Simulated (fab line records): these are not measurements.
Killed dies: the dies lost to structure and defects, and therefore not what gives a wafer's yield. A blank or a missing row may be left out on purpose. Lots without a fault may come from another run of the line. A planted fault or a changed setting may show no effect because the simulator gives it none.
Chamber matching ; flow nand-harc ; ald-hk-01 running NHARC_A_CHANNEL_FILL_D1_ALD_25: 4 sister chambers
The step deposits SiOx, target thk 60 nm, pulse time 10 s, ald cycles 600. 4 wafers are shown with their chamber, then 7 later ones without.

## WAFERS PAIRED WITH THEIR CHAMBERS
wafer;chamber;heater-power-w (W)
L082.1;1;492
L087.6;2;511
L088.1;3;445
L088.2;0;506

## WAFERS WITHOUT THEIR CHAMBER
wafer;heater-power-w (W)
L088.3;504
L091.1;444
L091.3;499
L091.5;470
L096.2;447
L096.3;510
L096.5;508

## WHICH CHAMBER EACH WENT THROUGH
wafer;from the rows above;in truth
L088.3;can't be placed: 0 or 2 or 1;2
L091.1;3;3
L091.3;can't be placed: 0 or 1 or 2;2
L091.5;can't be placed: 1 or 3 or 0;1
L096.2;3;3
L096.3;can't be placed: 2 or 0 or 1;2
L096.5;can't be placed: 0 or 2 or 1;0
Correctly placed: 2 of 7. Can't be placed from these rows: 5 (the true chamber is among the candidates in 5). 0 placed wrongly.
How it was worked out, from the rows above alone: a wafer's distance from a chamber is the root of the sum, over the readings, of the square of ((its reading less the chamber's mean) divided by the reading's scatter). The wafer belongs to the nearest chamber; if the next one is less than 2 further off, it can't be placed. Each chamber's mean is taken over the wafers shown for it. The scatter (one wafer shown for each chamber): square how far every hidden wafer sits from the nearest shown wafer, average those squares and take the square root.
